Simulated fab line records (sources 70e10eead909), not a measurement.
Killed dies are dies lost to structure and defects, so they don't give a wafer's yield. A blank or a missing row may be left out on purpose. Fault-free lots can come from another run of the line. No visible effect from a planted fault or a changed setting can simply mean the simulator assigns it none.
What tool caused it?	flow nand-harc	13 lots, 38 wafers sampled, at 5 steps of a route of 1302

== WHAT THE GAUGES READ, wafer by wafer ==
NHARC_THIN_TSV_CD_MEAS_33 targets a cd of 5000 nm. Usual: 5000 nm for cd-nm, sd 3.1.
lot	measured	on	cd-nm (nm)	flag
L808	day 24 13:17	cd-sem-01	5002 5004 5001	
L809	day 24 11:59	cd-sem-02	5004 5005 5002	
L813	day 26 06:16	cd-sem-02	5000 4997 4997	
L814	day 26 21:59	cd-sem-03	4992 4998 4995	
L817	day 27 12:34	cd-sem-02	4996 4997 4997	
L818	day 27 17:37	cd-sem-02	4997 4998 4998	
L820	day 28 14:11	cd-sem-03	5001 5003 5003	
L819	day 28 15:40	cd-sem-03	4999 5003 5004	
L823	day 29 17:04	cd-sem-01	5004 5002	
L822	day 30 01:16	cd-sem-03	4996 4994	
L825	day 30 22:12	cd-sem-03	4997	
L829	day 32 20:08	cd-sem-03	4999 5002 5002	
L830	day 33 04:07	cd-sem-02	4997 4998 4998	

NHARC_END_SORT_01. Usual: killed-at-array 54, standard deviation 17; killed-at-other 0.7, standard deviation 1; killed-at-periphery 3.7, standard deviation 2.9; killed-dies 58, standard deviation 16; killed-open 3.2, standard deviation 1.9; killed-short 2.2, standard deviation 1.5.
lot	measured	on	killed-at-array	killed-at-other	killed-at-periphery	killed-dies	killed-open	killed-short	flag
L819	day 28 23:13	prober-01	51	0	3	54	7	1	
L823	day 30 04:11	prober-02	68 639 91	1 1 0	8 3 8	77 643 99	2 5 3	4 1 1	OFF
L822	day 30 12:35	prober-01	33 637 44	0 0 0	7 6 5	40 643 49	5 4 8	3 6 2	OFF
L825	day 31 09:56	prober-01	671 71	0 0	6 12	677 83	4 7	5 1	OFF

== EACH LOT AND THE TOOL THAT RAN IT (in order: tool; ch and the chambers of the sampled wafers; start) ==
lot	NHARC_A_WL_FILL_CVD_03	NHARC_THIN_TSV_DESCUM_14	NHARC_THIN_TSV_DEP_47
L808	cvd-w-01 ch 1, day 20 22:46	rie-diel-06 ch 1,2,3, day 24 07:32	pecvd-02 ch 0,1, day 24 09:14
L809	cvd-w-02 ch 0,1, day 20 22:56	rie-diel-11 ch 1,2, day 24 06:13	pecvd-01 ch 0,1,2, day 24 07:55
L813	cvd-w-02 ch 0,1, day 22 15:49	rie-diel-11 ch 2,3, day 26 00:38	pecvd-04 ch 0,1, day 26 02:21
L814	cvd-w-02 ch 0,1, day 23 05:42	rie-diel-02 ch 0,2,3, day 26 16:16	pecvd-04 ch 1,2, day 26 17:59
L817	cvd-w-02 ch 0,1, day 23 21:27	rie-diel-06 ch 0,2,3, day 27 06:46	pecvd-01 ch 0,1, day 27 08:40
L818	cvd-w-02 ch 0,1, day 24 06:57	rie-diel-11 ch 1,2,3, day 27 11:59	pecvd-02 ch 1,2, day 27 13:43
L820	cvd-w-02 ch 0,1, day 24 21:53	rie-diel-11 ch 0,1,3, day 28 08:35	pecvd-01 ch 0,1,2, day 28 10:19
L819	cvd-w-01 ch 0,1, day 25 01:36	rie-diel-02 ch 0,2,3, day 28 09:56	pecvd-02 ch 1,2, day 28 11:47
L823	cvd-w-01 ch 0,1, day 26 06:41	rie-diel-11 ch 1,3, day 29 11:13	pecvd-04 ch 1,2, day 29 12:53
L822	cvd-w-01 ch 0,1, day 26 10:11	rie-diel-06 ch 2, day 29 19:32	pecvd-04 ch 0,1, day 29 21:24
L825	cvd-w-01 ch 0,1, day 27 06:28	rie-diel-11 ch 3, day 30 16:29	pecvd-02 ch 1, day 30 18:18
L829	cvd-w-02 ch 0,1, day 29 05:35	rie-diel-11 ch 0,1,2, day 32 14:30	pecvd-02 ch 1,2, day 32 16:10
L830	cvd-w-01 ch 0,1, day 29 15:35	rie-diel-11 ch 0,2,3, day 32 22:10	pecvd-02 ch 0,1,2, day 33 00:04
- NHARC_A_WL_FILL_CVD_03: deposits W, target thk 40 nm, time 279 s.
- NHARC_THIN_TSV_DESCUM_14: chemistry O2, time 3 s.
- NHARC_THIN_TSV_DEP_47: deposits SiO2, target thk 200 nm.

== AS READ BY THE TOOLS THEMSELVES (means over the sampled wafers that have a number; for cases with no such wafer, the mark the record gives instead) ==
NHARC_A_WL_FILL_CVD_03. Usual: heater-power-w 501 W, standard deviation 24; throttle-valve-pct 7.9 %, standard deviation 0.32.
lot	tool	heater-power-w (W)	throttle-valve-pct (%)	flag
L808	cvd-w-01	551	8.2	
L809	cvd-w-02	481	7.8	
L813	cvd-w-02	481	7.6	
L814	cvd-w-02	485	7.7	
L817	cvd-w-02	494	7.6	
L818	cvd-w-02	487	7.7	
L820	cvd-w-02	488	7.7	
L819	cvd-w-01	522	8.2	
L823	cvd-w-01	524	8.2	
L822	cvd-w-01	523	8.2	
L825	cvd-w-01	528	8.1	
L829	cvd-w-02	486	7.7	
L830	cvd-w-01	528	8.2	

NHARC_THIN_TSV_DESCUM_14. Usual: drypump-motor-current-A 5.7 A, standard deviation 0.4; o2-flow-sccm 199.9 sccm, standard deviation 0.68; oes-product-au 0.997 a.u., standard deviation 0.014; rf-vpp-V 57.8 V, standard deviation 0.85; showerhead-plenum-p-Torr 1.91 Torr, standard deviation 0.088; throttle-valve-pct 11.313 %, standard deviation 0.0095.
lot	tool	drypump-motor-current-A (A)	o2-flow-sccm (sccm)	oes-product-au (a.u.)	rf-vpp-V (V)	showerhead-plenum-p-Torr (Torr)	throttle-valve-pct (%)	flag
L808	rie-diel-06	5.7	199.9	1.002	57.2	1.86	11.310	
L809	rie-diel-11	6.0	200.0	0.990	57.7	1.90	11.315	
L813	rie-diel-11	6.3	200.3	1.021	58.0	2.02	11.315	
L814	rie-diel-02	5.7	199.6	0.991	58.1	1.86	11.325	
L817	rie-diel-06	5.5	199.9	0.994	58.3	1.89	11.303	
L818	rie-diel-11	6.0	200.3	1.004	57.8	1.94	11.316	
L820	rie-diel-11	5.6	200.5	0.994	58.0	1.96	11.307	
L819	rie-diel-02	5.7	200.0	0.994	56.9	1.86	11.324	
L823	rie-diel-11	5.8	199.6	1.002	58.6	1.95	11.311	
L822	rie-diel-06	6.0	199.7	0.984	57.8	1.85	11.318	
L825	rie-diel-11	6.2	200.1	1.033	57.2	2.06	11.294	
L829	rie-diel-11	5.6	200.4	0.992	57.8	1.91	11.316	
L830	rie-diel-11	5.9	199.5	1.001	58.1	1.99	11.318	

NHARC_THIN_TSV_DEP_47. Usual: 15.9 % for throttle-valve-pct, sd 0.42.
lot	tool	throttle-valve-pct (%)	flag
L808	pecvd-02	16.1	
L809	pecvd-01	15.5	
L813	pecvd-04	16.3	
L814	pecvd-04	16.3	
L817	pecvd-01	15.8	
L818	pecvd-02	15.6	
L820	pecvd-01	15.8	
L819	pecvd-02	15.6	
L823	pecvd-04	15.9	
L822	pecvd-04	16.1	
L825	pecvd-02	16.0	
L829	pecvd-02	15.8	
L830	pecvd-02	16.1	

== THE ANSWER, worked out from the rows above alone ==
Rule: lot off if the mean of its wafers having a number is beyond 3 standard deviations from the usual mean. A lot without any number at a reading at which 4 lots or more have one is off too. All remaining lots with rows at the step are treated as sound. First the gauges in route order, then the tools' own readings, where a lot's mean is used as printed above. The first step at which some lot is off is used, and at that step the reading that is off furthest; a lot without a number counts as furthest.
Off, at NHARC_END_SORT_01 on killed-dies: L823, L822, L825. Neither off nor sound, because the step has no rows for them: L808, L809, L813, L814, L817, L818, L820, L829, L830.
A tool fits if, at a process step before that reading, it ran every lot that is off, and no sound lot after the first of them. Those tools and the gauges at NHARC_END_SORT_01 are tried in the same way. One candidate fits, namely cvd-w-01 at NHARC_A_WL_FILL_CVD_03. A fault onset in the window from L819 (day 25 01:36, its last sound lot) to L823 (day 26 06:41, its first lot off) fits.

== WHAT THE SIMULATOR HAD PUT IN ==
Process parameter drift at NHARC_A_WL_FILL_CVD_03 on cvd-w-01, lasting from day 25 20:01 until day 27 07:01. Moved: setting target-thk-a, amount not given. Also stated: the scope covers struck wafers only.
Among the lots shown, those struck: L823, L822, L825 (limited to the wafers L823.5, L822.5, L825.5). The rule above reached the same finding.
